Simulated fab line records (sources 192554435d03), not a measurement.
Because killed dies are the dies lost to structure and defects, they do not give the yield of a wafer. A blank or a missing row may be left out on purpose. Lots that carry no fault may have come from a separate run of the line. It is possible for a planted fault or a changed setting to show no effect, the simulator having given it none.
fab line records | flow n5Finfet
[record] lots = 10 wafers = 30 lastDay = 17
route steps=1938 shown MOL_CONTACT_COAG@573 BEOL_M4@1111 PASSIVATION@1936
lots that met no fault: taken from a fault-free run of the same line
startH: the number of hours between the record's first day and the start of the first shown wafer of the lot | waitH: hours from the lot's prior step to this one | " repeats the value in the row above | L1.1+2: several wafers, shown together as one row | - value missing, or start not given | * or withheld: withheld | < > ~ a bound
route shown NAME@n: NAME is a module with steps in the file, n the number in the route of the first one | usual: mean and standard deviation over wafers with no fault | same: alike in all rows | chamber/n: place in a boat | sites: readings site by site | _std_site: standard deviation of those values | _edge_site: outer sites' mean less inner sites' | radiusMm: for every site, how far away it sits from the centre of the wafer | mask NAME#n: copy n | behind: the tool/chamber that last shaped the wafer | hold: why the lot was held/for how many hours/how that ended | device: the transistor (n, p or np) that didn't switch | end of line: at the end of the route, the tests of the same wafers | a step with no rows: only its recipe | killed: count of dies lost to structure and defects at first sort (not the wafer's yield) | map: shows each die of a wafer: x if killed, . if not, _ if none is there
set.NAME: the setting that was run; set.NAME@STEP: the one run at that earlier step | model.NAME: the simulator's own value behind a step, which no gauge read
route steps across a sampled set of lots; one table per step, one row per wafer
services: a tool's chamber out of use, with start hour (startH, from the record's first day; less than 0 if before it), hours out, and reason
[[steps]]
[step N5_MOL_CONTACT_COAG_CD_MEAS_84]
[recipe] targetCdNm = 25.1 landingEnergyEv = 500 detector = seInlens polarity = opening
[usual] cdNm = 25.05/0.22
[same] landingEnergyEv = 500
// columns lot.wafer tool chamber startH waitH cdNm
L363.2 cdSem-01 0 111.35 - 24.86
L363.3 " 0 " " 24.90
L363.4 " 0 " " 25.30
L366.3 cdSem-03 0 128.41 - 24.76
L366.4 " 0 " " 24.62
L366.5 " 0 " " 24.73
L369.1 cdSem-01 0 146.63 - 25.22
L369.4 " 0 " " 25.23
L369.5 " 0 " " 25.35
L373.1 cdSem-02 0 172.02 - 25.04
L373.2 " 0 " " 24.97
L373.4 " 0 " " 25.14
L374.2 cdSem-01 0 184.51 - 25.15
L374.4 " 0 " " 25.33
L374.5 " 0 " " 24.85
L375.3 cdSem-02 0 191.87 - 25.25
L375.4 " 0 " " 25.16
L375.5 " 0 " " 25.38
L376.1 cdSem-01 0 192.49 - 24.64
L376.2 " 0 " " 25.31
L376.6 " 0 " " 24.81
L379.1 cdSem-03 0 208.34 - 25.08
L379.2 " 0 " " 25.19
L379.5 " 0 " " 25.08
L380.3 cdSem-02 0 221.12 - 24.51
L380.4 " 0 " " 25.44
L380.6 " 0 " " 25.17
L384.1 cdSem-03 0 238.03 - 24.88
L384.2 " 0 " " 25.47
L384.5 " 0 " " 25.31
[step N5_MOL_CONTACT_COAG_ALD_131]
[recipe] material = SiO2 targetThkA = 50 tempC = 100 aldPrecursorFamily = BDEAS aldCoReactant = O2-plasma pulseTimeS = 1 coReactantPulseTimeS = 1 purgeTimeS = 2 coReactantPurgeTimeS = 2 aldCycles = 35 pressureTorr = 2
[usual] heaterPowerW = 79/6.9 precursorPulseHeightRel = 0.998/0.021 susceptorTempC = 99.98/0.12
[same] aldCycles = 35 purgeTimeS = 2
// columns lot.wafer tool chamber startH waitH heaterPowerW precursorPulseHeightRel susceptorTempC
L363.2 aldSin-01 1 111.61 0.1 81 0.998 99.94
L363.3 " 2 " " 71 0.985 100.02
L363.4 " 0 " " 83 0.994 100.07
L366.3 aldSin-04 1 128.67 0.1 70 0.971 100.01
L366.4 " 0 " " 87 1.016 99.87
L366.5 " 2 " " 72 1.028 100.00
L369.1 aldSin-01 0 147.00 0.1 84 0.980 99.85
L369.4 " 2 " " 70 1.020 99.99
L369.5 " 0 " " 83 0.975 99.97
L373.1 aldSin-04 3 172.27 0.1 79 1.070 99.99
L373.2 " 1 " " 73 1.036 99.89
L373.4 " 2 " " 72 1.001 100.13
L374.2 aldSin-03 2 185.52 0.8 86 0.995 99.85
L374.4 " 3 " " 85 1.022 100.16
L374.5 " 0 " " 89 0.994 100.02
L375.3 aldSin-01 2 192.13 0.1 72 0.989 100.03
L375.4 " 0 " " 83 0.998 100.02
L375.5 " 3 " " 83 0.994 99.89
L376.1 aldSin-04 0 192.89 0.1 87 0.984 100.21
L376.2 " 2 " " 72 0.990 100.00
L376.6 " 3 " " 77 1.030 100.14
L379.1 aldSin-03 1 208.98 0.4 68 1.038 100.07
L379.2 " 3 " " 86 0.955 100.02
L379.5 " 0 " " 89 0.965 100.04
L380.3 aldSin-01 2 221.97 0.6 72 0.988 99.83
L380.4 " 0 " " 82 0.992 99.87
L380.6 " 3 " " 83 1.011 100.06
L384.1 aldSin-03 2 238.29 0.1 88 0.958 100.11
L384.2 " 0 " " 89 1.004 99.81
L384.5 " 0 " " 87 0.988 99.84
[step N5_MOL_CONTACT_COAG_ETCHBACK_135]
[recipe] chemistry = CHF3 target = SiO2 targetDepthA = 250 timeS = 16.7 ionEnergyEv = 200 pressureMtorr = 30 sourceW = 610 biasW = 170 Ar_flow_sccm = 200 CHF3_flow_sccm = 50
[usual] drypumpMotorCurrentA = 5.5/0.5 oesProductAu = 0.78/0.077 rfVppV = 518/9.8 showerheadPlenumPTorr = 2.37/0.088 throttleValvePct = 18.81/0.2
// columns lot.wafer tool chamber startH waitH drypumpMotorCurrentA oesProductAu rfHoursCounterH rfVppV showerheadPlenumPTorr throttleValvePct
L363.2 rieDiel-04 1 112.07 0.0 5.9 0.76 157 525 2.27 18.48
L363.3 " 2 " " 6.3 0.90 35 514 2.34 18.95
L363.4 " 3 " " 5.1 0.79 105 522 2.41 18.88
L366.3 rieDiel-06 1 128.97 0.0 5.6 0.75 174 538 2.38 19.06
L366.4 " 3 " " 4.8 0.69 249 512 2.26 19.07
L366.5 " 2 " " 5.3 0.75 - 509 2.37 18.83
L369.1 rieDiel-06 2 147.31 0.0 5.3 0.74 172 511 2.36 18.83
L369.4 " 3 " " 4.9 0.69 - 511 2.26 19.09
L369.5 " 0 " " 4.8 0.75 - 504 2.31 18.77
L373.1 rieDiel-05 0 172.58 0.0 5.9 0.77 119 522 2.51 19.08
L373.2 " 3 " " 6.4 0.68 232 507 2.25 18.76
L373.4 " 2 " " 5.4 0.87 48 522 2.49 18.38
L374.2 rieDiel-06 0 185.82 0.0 4.8 0.75 159 503 2.30 18.81
L374.4 " 1 " " 5.6 0.74 189 537 2.37 19.10
L374.5 " 3 " " 4.9 0.98 - 521 2.55 18.71
L375.3 rieDiel-04 3 192.44 0.0 5.0 0.76 130 523 2.40 18.91
L375.4 " 1 " " 5.8 0.74 182 525 2.26 18.53
L375.5 " 1 " " 5.9 0.74 - 524 2.26 18.53
L376.1 rieDiel-06 2 193.27 0.0 5.3 0.73 189 507 2.36 18.88
L376.2 " 3 " " 4.9 0.98 6 520 2.55 18.71
L376.6 " 2 " " 5.3 0.73 - 509 2.36 18.89
L379.1 rieDiel-06 2 209.29 0.0 5.3 0.72 195 509 2.35 18.88
L379.2 " 1 " " 5.6 0.72 197 536 2.37 19.11
L379.5 " 1 " " 5.6 0.72 - 537 2.37 19.10
L380.3 rieDiel-04 1 222.28 0.0 5.9 0.74 193 523 2.26 18.56
L380.4 " 2 " " 6.3 0.84 71 515 2.33 19.00
L380.6 " 0 " " 5.7 0.67 - 522 2.45 18.82
L384.1 rieDiel-05 0 238.60 0.0 5.9 0.74 143 521 2.50 19.10
L384.2 " 2 " " 5.4 0.83 73 522 2.48 18.44
L384.5 " 0 " " 5.9 0.75 - 523 2.50 19.11
[step N5_MOL_CONTACT_COAG_COAT_62]
[recipe] resist = SOC tempC = 250 timeS = 60 spinRpm = 1500 resistThkNm = 60
[usual] spinSpeedRpm = 1499.7/0.92
// columns lot.wafer tool chamber startH waitH spinSpeedRpm
L363.2 lithoTrack-05 0 112.48 0.0 1500.6
L363.3 " 0 " " 1501.4
L363.4 " 0 " " 1500.4
L366.3 lithoTrack-01 0 129.38 0.0 1501.4
L366.4 " 0 " " 1499.3
L366.5 " 0 " " 1499.2
L369.1 lithoTrack-01 0 147.71 0.0 1500.1
L369.4 " 0 " " 1498.1
L369.5 " 0 " " 1499.2
L373.1 lithoTrack-05 0 172.98 0.0 1499.4
L373.2 " 0 " " 1497.9
L373.4 " 0 " " 1498.4
L374.2 lithoTrack-01 0 186.23 0.0 1448.8
L374.4 " 0 " " 1450.0
L374.5 " 0 " " 1448.4
L375.3 lithoTrack-01 0 192.84 0.0 1449.3
L375.4 " 0 " " 1448.7
L375.5 " 0 " " 1450.1
L376.1 lithoTrack-01 0 193.67 0.0 1448.1
L376.2 " 0 " " 1449.2
L376.6 " 0 " " 1448.2
L379.1 lithoTrack-04 0 209.73 0.0 1499.6
L379.2 " 0 " " 1500.3
L379.5 " 0 " " 1500.9
L380.3 lithoTrack-04 0 222.69 0.0 1500.0
L380.4 " 0 " " 1498.8
L380.6 " 0 " " 1500.2
L384.1 lithoTrack-05 0 239.05 0.0 1499.8
L384.2 " 0 " " 1499.0
L384.5 " 0 " " 1499.9
[step N5_BEOL_M4_RC_MEAS_101]
[usual] DIBL_N = 36.2/1.7 DIBL_P = 36.6/1.9 IOFF_N = 0.16/0.032 IOFF_P = 0.21/0.037 ION_N = 675/12 ION_P = 460/8.1 SS_N = 71.4/0.58 SS_P = 73.4/0.64 VT_N = 249/3.2 VT_P = -252/3.4
// columns lot.wafer tool chamber startH waitH DIBL_N[mV/V] DIBL_P[mV/V] IOFF_N[nA/um] IOFF_P[nA/um] ION_N[uA/um] ION_P[uA/um] SS_N[mV/dec] SS_P[mV/dec] VT_N[mV] VT_P[mV]
L363.2 prober-01 0 178.44 0.2 38.3 38.3 0.19 0.26 684 460 71.3 74.0 246 -247
L363.3 " 0 " " 40.0 40.5 0.24 0.31 685 469 72.7 74.1 244 -242
L363.4 " 0 " " 36.8 37.0 0.18 0.24 685 466 71.6 73.1 247 -246
L366.3 prober-02 0 194.52 0.3 37.4 38.4 0.18 0.23 679 467 71.6 74.6 249 -246
L366.4 " 0 " " 34.8 34.5 0.13 0.16 674 461 70.8 73.0 251 -251
L366.5 " 0 " " 35.5 35.5 0.15 0.18 671 458 70.8 73.6 251 -253
L369.1 prober-01 0 203.10 0.0 39.4 39.6 0.27 0.30 700 471 72.8 74.4 242 -245
L369.4 " 0 " " 39.1 39.7 0.25 0.30 697 473 71.7 74.9 241 -244
L369.5 " 0 " " 38.0 38.2 0.23 0.27 697 471 71.8 73.8 242 -250
L373.1 prober-02 0 242.03 0.0 34.1 33.4 0.13 0.16 667 456 70.7 72.5 249 -254
L373.2 " 0 " " 35.5 35.1 0.15 0.18 677 463 71.3 73.8 253 -253
L373.4 " 0 " " 35.3 35.6 0.15 0.18 671 461 71.5 73.5 252 -254
L374.2 prober-02 0 245.13 0.2 36.2 37.0 0.16 0.20 672 453 71.1 73.1 247 -253
L374.4 " 0 " " 33.7 33.3 0.12 0.15 665 450 71.1 72.2 252 -254
L374.5 " 0 " " 36.9 37.8 0.18 0.22 673 460 71.8 73.6 248 -251
L375.3 prober-02 0 247.01 0.3 38.6 41.4 0.21 0.26 679 467 72.2 74.4 246 -249
L375.4 " 0 " " 34.5 36.3 0.13 0.18 668 460 71.0 72.3 253 -252
L375.5 " 0 " " 37.6 40.2 0.18 0.23 681 464 71.9 73.9 247 -254
L376.1 prober-01 0 249.09 0.0 35.3 37.0 0.17 0.18 685 454 71.2 73.0 249 -258
L376.2 " 0 " " 33.8 34.9 0.14 0.15 671 444 71.3 73.1 250 -260
L376.6 " 0 " " 33.4 34.9 0.13 0.15 654 442 70.9 72.6 250 -259
L379.1 prober-01 0 267.66 0.0 34.6 34.0 0.14 0.15 679 461 70.6 73.0 249 -256
L379.2 " 0 " " 36.3 37.4 0.16 0.19 667 451 71.6 73.7 250 -254
L379.5 " 0 " " 36.0 36.6 0.15 0.17 680 455 72.1 73.5 250 -256
L380.3 prober-02 0 282.12 0.3 36.1 38.3 0.17 0.23 681 468 71.4 73.1 244 -250
L380.4 " 0 " " 34.3 35.7 0.14 0.19 670 466 70.0 73.2 251 -252
L380.6 " 0 " " 35.9 37.9 0.17 0.22 683 465 70.7 73.0 248 -250
L384.1 prober-02 0 296.75 0.0 37.0 35.9 0.16 0.21 680 465 71.2 72.9 249 -253
L384.2 " 0 " " 35.7 34.2 0.13 0.19 666 460 69.8 72.2 254 -250
L384.5 " 0 " " 37.2 37.3 0.17 0.23 684 469 71.0 73.9 249 -247
[step N5_PASSIVATION_PROBE_49]
[usual] defectLimitedYield = 91.3/1.5 killed_at_M0_to_M3 = 35/10 killed_at_M4_up = 12/4.6 killedAtContacts = 13/6.6 killedAtFrontEnd = 39/11 killedAtOther = 4/3.4 killedDies = 103/17 killedOpen = 67/13 killedShort = 35/8.2 sort_bin_5_function = 5.1/0.94 sort_bin_6_memory = 3.2/0.7 sort_bin_8_speed = 0.00/0.03 sortNPass = 1077/17 sortYieldPct = 91.3/1.5
[same] grossDies = 1180 killedAtBackSide = 0 sort_bin_4_leakage[%] = 0
// columns lot.wafer tool chamber startH waitH defectLimitedYield[%] killed_at_M0_to_M3 killed_at_M4_up killedAtContacts killedAtFrontEnd killedAtOther killedDies killedOpen killedShort sort_bin_5_function[%] sort_bin_6_memory[%] sort_bin_8_speed[%] sortNPass sortYieldPct[%]
L363.2 prober-01 - 281.68 0.1 93.4 24 15 6 33 0 78 45 33 3.2 3.0 0 1102 93.4
L363.3 prober-01 - 281.73 0.1 91.0 36 14 21 33 2 106 68 37 5.3 3.2 0 1074 91.0
L363.4 prober-01 - 281.78 0.2 93.1 34 5 5 35 2 81 59 20 4.3 2.3 0 1099 93.1
L379.2 prober-01 - 384.00 0.1 93.6 28 18 6 19 5 76 50 25 3.9 2.1 0 1104 93.6
L379.5 prober-01 - 384.15 0.2 90.5 33 12 26 39 2 112 72 36 5.4 3.5 0 1068 90.5
L380.3 prober-02 - 389.08 0.1 91.9 30 8 12 42 3 95 57 35 4.3 3.3 0.08 1085 91.9
L380.4 prober-02 - 389.13 0.2 91.1 19 11 6 66 3 105 72 33 5.9 2.7 0 1075 91.1
L380.6 prober-02 - 389.23 0.3 92.5 21 9 17 37 4 88 55 33 4.4 2.6 0 1092 92.5
// killed by level:class
L363.2 BEOL_M2:geometricParticle:open=11 BEOL_M0_SAQP:geometricParticle:short=9 DUMMY_GATE:geometricParticle:open=7 FIN_SAQP:geometricParticle:short=5 GATE_CUT:geometricParticle:short=5 BEOL_M4:geometricParticle:open=5 BEOL_M5:geometricParticle:open=5 STI_FIN_REVEAL:geometricParticle:open=4
L363.3 MOL_CONTACT_COAG:geometricParticle:open=14 STI_FIN_REVEAL:geometricParticle:open=11 BEOL_M0_SAQP:geometricParticle:short=11 BEOL_M0_SAQP:geometricParticle:open=9 BEOL_M4:geometricParticle:open=8 MOL_CONTACT_COAG:geometricParticle:short=7 BEOL_M1:geometricParticle:open=6 BEOL_M3:geometricParticle:open=4
L363.4 STI_FIN_REVEAL:geometricParticle:open=13 BEOL_M0_SAQP:geometricParticle:short=7 BEOL_M0_SAQP:geometricParticle:open=6 BEOL_M3:geometricParticle:open=6 FIN_SAQP:geometricParticle:open=5 MOL_CONTACT_COAG:geometricParticle:open=5 BEOL_M1:geometricParticle:open=4 BEOL_M2:geometricParticle:open=4
L379.2 BEOL_M4:geometricParticle:open=8 STI_FIN_REVEAL:geometricParticle:open=5 BEOL_M0_SAQP:geometricParticle:short=5 BEOL_M0_SAQP:geometricParticle:open=5 BEOL_M0:geometricParticle:open=5 BEOL_M5:geometricParticle:open=5 FIN_SAQP:geometricParticle:open=4 MOL_CONTACT_COAG:geometricParticle:open=4
L379.5 MOL_CONTACT_COAG:geometricParticle:open=22 BEOL_M0_SAQP:geometricParticle:short=12 DUMMY_GATE:geometricParticle:open=8 STI_FIN_REVEAL:geometricParticle:open=7 BEOL_M1:geometricParticle:open=7 ILD0:geometricParticle:open=4 MOL_CONTACT_COAG:geometricParticle:short=4 BEOL_M0_SAQP:geometricParticle:open=4
L380.3 FIN_SAQP:geometricParticle:short=13 MOL_CONTACT_COAG:geometricParticle:open=12 BEOL_M0_SAQP:geometricParticle:short=8 BEOL_M0_SAQP:geometricParticle:open=7 BEOL_M1:geometricParticle:open=7 FIN_SAQP:geometricParticle:open=6 STI_FIN_REVEAL:geometricParticle:open=6 BEOL_M5:geometricParticle:open=5
L380.4 FIN_SAQP:geometricParticle:open=20 FIN_SAQP:geometricParticle:short=18 STI_FIN_REVEAL:geometricParticle:open=17 BEOL_M0_SAQP:geometricParticle:short=7 MOL_CONTACT_COAG:geometricParticle:open=6 BEOL_M0_SAQP:geometricParticle:open=6 DUMMY_GATE:geometricParticle:open=4 BEOL_M3:geometricParticle:open=4
L380.6 MOL_CONTACT_COAG:geometricParticle:open=13 FIN_SAQP:geometricParticle:open=12 FIN_SAQP:geometricParticle:short=10 BEOL_M0_SAQP:geometricParticle:open=9 GATE_CUT:geometricParticle:short=5 BEOL_M3:geometricParticle:open=5 MOL_CONTACT_COAG:geometricParticle:short=4 BEOL_M4:geometricParticle:open=4
[[services]]
// columns tool chamber startH hours kind
aldSin-01 2 91.42 7.6 repair
aldSin-04 0 99.25 - clean
aldSin-04 1 99.25 - clean
aldSin-04 2 99.25 - clean
aldSin-04 3 99.25 - clean
aldSin-04 2 140.28 5.4 repair
rieDiel-06 3 149.23 - clean
rieDiel-06 3 149.23 - consumableReplace:focusRing
rieDiel-06 3 149.23 - consumableReplace:showerhead
rieDiel-06 3 149.23 23.9 scheduledDown
rieDiel-06 3 149.23 23.9 ventCycle
rieDiel-04 - 164.74 4.3 pm
aldSin-03 - 179.52 6.0 pm
aldSin-03 0 187.35 3.2 repair
rieDiel-04 - 212.56 0.5 repair
rieDiel-05 0 213.29 4.7 repair
lithoTrack-05 - 214.93 - consumableReplace:filter
rieDiel-06 - 216.71 2.8 pm
rieDiel-04 0 224.29 7.6 repair
rieDiel-05 3 226.40 - clean
rieDiel-05 3 226.40 - consumableReplace:focusRing
rieDiel-05 3 226.40 - consumableReplace:showerhead
rieDiel-04 - 228.63 2.8 pm
aldSin-01 3 235.82 - calibration
[[key]]
[firstSign] step = N5_MOL_CONTACT_COAG_COAT_62 reading = spinSpeedRpm direction = down sigmas = 55 usual = * struck = *
effect none on later readings
metAt N5_MOL_CONTACT_COAG_COAT_62
struckLots L374,L375,L376
notActingAt N5_MOL_CONTACT_COAG_CD_MEAS_84,N5_MOL_CONTACT_COAG_ALD_131,N5_MOL_CONTACT_COAG_ETCHBACK_135
onsetBetween 147.71 186.23
[fault] kind = processParameterDrift tool = lithoTrack-01 chamber = - onsetH = 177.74 steps = N5_MOL_CONTACT_COAG_COAT_62 channel = spinRpm offset = * shape = step endH = 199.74 actsIn = * stated = *
